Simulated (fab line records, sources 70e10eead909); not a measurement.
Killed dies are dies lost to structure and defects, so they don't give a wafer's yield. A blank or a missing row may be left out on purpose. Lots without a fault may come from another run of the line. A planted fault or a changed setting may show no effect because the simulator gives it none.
Which tool did it? | flow nand_harc | 13 lots, 39 wafers sampled, at 5 steps of a route of 1159

WHAT THE GAUGES READ, wafer by wafer
NHARC_THIN_TSV_THK_MEAS_02: measures by ir. Usual: thk_nm 3026 nm, standard deviation 200.
lot  | measured     | on            | thk_nm (nm)    | flag
L489 | day 18 16:29 | film_metro-01 | 2953 2871 2929 |
L490 | day 19 17:37 | film_metro-02 | 2936 2690 2952 |
L491 | day 20 04:48 | film_metro-02 | 2648 2826 2997 |
L492 | day 19 01:40 | film_metro-01 | 2827 2830 2784 |
L493 | day 19 10:58 | film_metro-01 | 3019 2804 3095 |
L494 | day 20 06:00 | film_metro-01 | 2811 2775 3132 |
L495 | day 20 12:50 | film_metro-02 | 3223 2976 2908 |
L496 | day 21 04:19 | film_metro-01 | 2957 2832 2446 |
L498 | day 21 22:19 | film_metro-01 | 2827 2959 3169 |
L500 | day 22 18:45 | film_metro-02 | 3029 3021 2822 |
L502 | day 22 09:59 | film_metro-02 | 3116 3210 3049 |
L506 | day 22 22:21 | film_metro-01 | 3091 3420 3168 |
L510 | day 23 23:11 | film_metro-01 | 3385 3452 3088 |

NHARC_END_SORT_01. Usual: killed_at_array 29, standard deviation 11; killed_at_other 0.5, standard deviation 0.89; killed_at_periphery 3.3, standard deviation 2; killed_dies 32, standard deviation 11; killed_open 3.1, standard deviation 1.9; killed_short 2.3, standard deviation 1.6.
lot  | measured     | on        | killed_at_array | killed_at_other | killed_at_periphery | killed_dies | killed_open | killed_short | flag
L502 | day 23 02:46 | prober-02 | 19 24 22        | 0 0 0           | 4 1 80              | 23 25 102   | 4 2 2       | 1 2 1        | OFF
L506 | day 23 20:13 | prober-02 | 44 31 57        | 1 0 0           | 2 80 2              | 47 111 59   | 3 7 9       | 3 1 1        | OFF

WHICH TOOL RAN EACH LOT (tool, then ch and the chambers of the sampled wafers, then the start)
lot  | NHARC_P_CONTACT_ALD_22              | NHARC_A_M1_DEGAS_29          | NHARC_A_BONDPAD_ETCH_12
L489 | ald_metal-02 ch 1,2,3, day 6 01:33  | pvd_sputter-02, day 17 23:28 | rie_diel-10 ch 2,3, day 18 16:29 or earlier
L490 | ald_metal-01 ch 0,2,3, day 6 02:14  | pvd_sputter-02, day 18 21:55 | rie_diel-10 ch 1,2,3, day 19 17:37 or earlier
L491 | ald_metal-03 ch 1,2,3, day 6 14:09  | pvd_sputter-02, day 19 11:30 | rie_diel-05 ch 0,1,3, day 20 04:48 or earlier
L492 | ald_metal-02 ch 0,3, day 6 14:50    | pvd_sputter-02, day 18 06:04 | rie_diel-10 ch 0,1,2, day 19 01:40 or earlier
L493 | ald_metal-01 ch 0,1,2, day 7 08:13  | pvd_sputter-02, day 18 16:07 | rie_diel-10 ch 0,2, day 19 10:58 or earlier
L494 | ald_metal-02 ch 0,1, day 7 08:39    | pvd_sputter-03, day 19 11:03 | rie_diel-10 ch 0,1,2, day 20 06:00 or earlier
L495 | ald_metal-01 ch 0,3, day 7 14:43    | pvd_sputter-01, day 19 17:20 | rie_diel-05 ch 1,2, day 20 12:50 or earlier
L496 | ald_metal-01 ch 0,1, day 8 01:14    | pvd_sputter-01, day 20 09:52 | rie_diel-07 ch 0,3, day 21 04:19 or earlier
L498 | ald_metal-01 ch 0,2,3, day 8 19:10  | pvd_sputter-03, day 21 00:19 | rie_diel-10 ch 0,2, day 21 22:19 or earlier
L500 | ald_metal-03 ch 0,1,3, day 9 02:34  | pvd_sputter-01, day 21 21:28 | rie_diel-05 ch 0,1,2, day 22 18:45 or earlier
L502 | ald_metal-01 ch 0,2,3, day 9 10:44  | pvd_sputter-03, day 21 12:15 | rie_diel-10 ch 0,3, day 22 09:59 or earlier
L506 | ald_metal-01 ch 2,3, day 10 02:22   | pvd_sputter-01, day 21 22:48 | rie_diel-10 ch 0,2, day 22 22:21 or earlier
L510 | ald_metal-02 ch 0,2,3, day 11 04:32 | pvd_sputter-02, day 23 06:14 | rie_diel-05 ch 0,1, day 23 23:11 or earlier
- NHARC_P_CONTACT_ALD_22: deposits TiN, target thk 3 nm, pulse time 1 s, ald cycles 150.
- NHARC_A_M1_DEGAS_29: time 60 s.
- NHARC_A_BONDPAD_ETCH_12: etches the open film in CHF3/O2, target depth 220 nm, time 110 s.

WHAT THE TOOLS THEMSELVES READ (means of the sampled wafers that have a number; where no wafer has one, the mark that the record gives instead)
NHARC_P_CONTACT_ALD_22. Usual: heater_power_w 1044 W, standard deviation 120; precursor_pulse_height_rel 1.001, standard deviation 0.02.
lot  | tool         | heater_power_w (W) | precursor_pulse_height_rel | flag
L489 | ald_metal-02 | 997                | 0.986                      |
L490 | ald_metal-01 | 1066               | 1.015                      |
L491 | ald_metal-03 | 1034               | 1.016                      |
L492 | ald_metal-02 | 981                | 0.991                      |
L493 | ald_metal-01 | 1151               | 1.017                      |
L494 | ald_metal-02 | 1059               | 0.975                      |
L495 | ald_metal-01 | 958                | 0.996                      |
L496 | ald_metal-01 | 1080               | 1.010                      |
L498 | ald_metal-01 | 1065               | 1.004                      |
L500 | ald_metal-03 | 1012               | 0.984                      |
L502 | ald_metal-01 | 1055               | 0.995                      |
L506 | ald_metal-01 | 1184               | 1.017                      |
L510 | ald_metal-02 | 1006               | 0.989                      |

NHARC_A_M1_DEGAS_29. Usual: heater_power_w 324 W, standard deviation 18.
lot  | tool           | heater_power_w (W) | flag
L489 | pvd_sputter-02 | 328                |
L490 | pvd_sputter-02 | 317                |
L491 | pvd_sputter-02 | 329                |
L492 | pvd_sputter-02 | 315                |
L493 | pvd_sputter-02 | 323                |
L494 | pvd_sputter-03 | 322                |
L495 | pvd_sputter-01 | 325                |
L496 | pvd_sputter-01 | 324                |
L498 | pvd_sputter-03 | 328                |
L500 | pvd_sputter-01 | 345                |
L502 | pvd_sputter-03 | 340                |
L506 | pvd_sputter-01 | 342                |
L510 | pvd_sputter-02 | 318                |

NHARC_A_BONDPAD_ETCH_12. Usual: drypump_motor_current_A 5.6 A, standard deviation 0.38; oes_product_au 0.944 a.u., standard deviation 0.025; rf_fwd_power_W 497.4 W, standard deviation 1.5; rf_vpp_V 370.0 V, standard deviation 2.1; showerhead_plenum_p_Torr 2.38 Torr, standard deviation 0.088; throttle_valve_pct 20.573 %, standard deviation 0.0091.
lot  | tool        | drypump_motor_current_A (A) | oes_product_au (a.u.) | rf_fwd_power_W (W) | rf_vpp_V (V) | showerhead_plenum_p_Torr (Torr) | throttle_valve_pct (%) | flag
L489 | rie_diel-10 | 5.5                         | 0.930                 | 496.5              | 370.1        | 2.42                            | 20.568                 |
L490 | rie_diel-10 | 5.4                         | 0.961                 | 497.5              | 369.2        | 2.35                            | 20.569                 |
L491 | rie_diel-05 | 5.3                         | 0.922                 | 498.6              | 370.3        | 2.42                            | 20.565                 |
L492 | rie_diel-10 | 5.6                         | 0.922                 | 497.2              | 368.0        | 2.32                            | 20.573                 |
L493 | rie_diel-10 | 5.7                         | 0.975                 | 497.0              | 368.4        | 2.30                            | 20.567                 |
L494 | rie_diel-10 | 5.6                         | 0.929                 | 497.6              | 368.9        | 2.32                            | 20.569                 |
L495 | rie_diel-05 | 6.0                         | 0.925                 | 497.7              | 369.0        | 2.34                            | 20.567                 |
L496 | rie_diel-07 | 6.0                         | 0.929                 | 497.6              | 370.5        | 2.40                            | 20.571                 |
L498 | rie_diel-10 | 5.8                         | 0.943                 | 496.7              | 369.3        | 2.36                            | 20.578                 |
L500 | rie_diel-05 | 5.7                         | 0.930                 | 496.6              | 369.6        | 2.38                            | 20.571                 |
L502 | rie_diel-10 | 5.6                         | 0.964                 | 495.8              | 371.6        | 2.48                            | 20.575                 |
L506 | rie_diel-10 | 5.6                         | 0.938                 | 497.4              | 367.6        | 2.30                            | 20.569                 |
L510 | rie_diel-05 | 5.3                         | 0.982                 | 497.5              | 371.2        | 2.44                            | 20.575                 |

THE ANSWER, worked out from the rows above alone
Rule: a lot is off if the mean of its wafers that have a number lies more than 3 standard deviations from the usual mean. A lot without any number at a reading at which 4 lots or more have one is off too. The other lots that the step has rows for count as sound. The gauges are gone through in route order, then the tools' own readings, and for those a lot's mean is taken as printed above. The first step at which some lot is off is used, and at that step the reading that is off furthest; a lot without a number counts as furthest.
Off: L502, L506, at NHARC_END_SORT_01 (killed_at_periphery). Neither off nor sound, because the step has no rows for them: L489, L490, L491, L492, L493, L494, L495, L496, L498, L500, L510.
A tool fits if, at a process step before that reading, it ran every lot that is off, and no sound lot after the first of them. The gauges at NHARC_END_SORT_01 are tried like those tools. NHARC_A_BONDPAD_ETCH_12 gives no start for some lots, so the hours and the order of its lots are those of NHARC_THIN_TSV_THK_MEAS_02. Can't be told from this: 3 tools fit, ald_metal-01 at NHARC_P_CONTACT_ALD_22, rie_diel-10 at NHARC_A_BONDPAD_ETCH_12, prober-02 at NHARC_END_SORT_01.

WHAT THE SIMULATOR HAD PUT IN
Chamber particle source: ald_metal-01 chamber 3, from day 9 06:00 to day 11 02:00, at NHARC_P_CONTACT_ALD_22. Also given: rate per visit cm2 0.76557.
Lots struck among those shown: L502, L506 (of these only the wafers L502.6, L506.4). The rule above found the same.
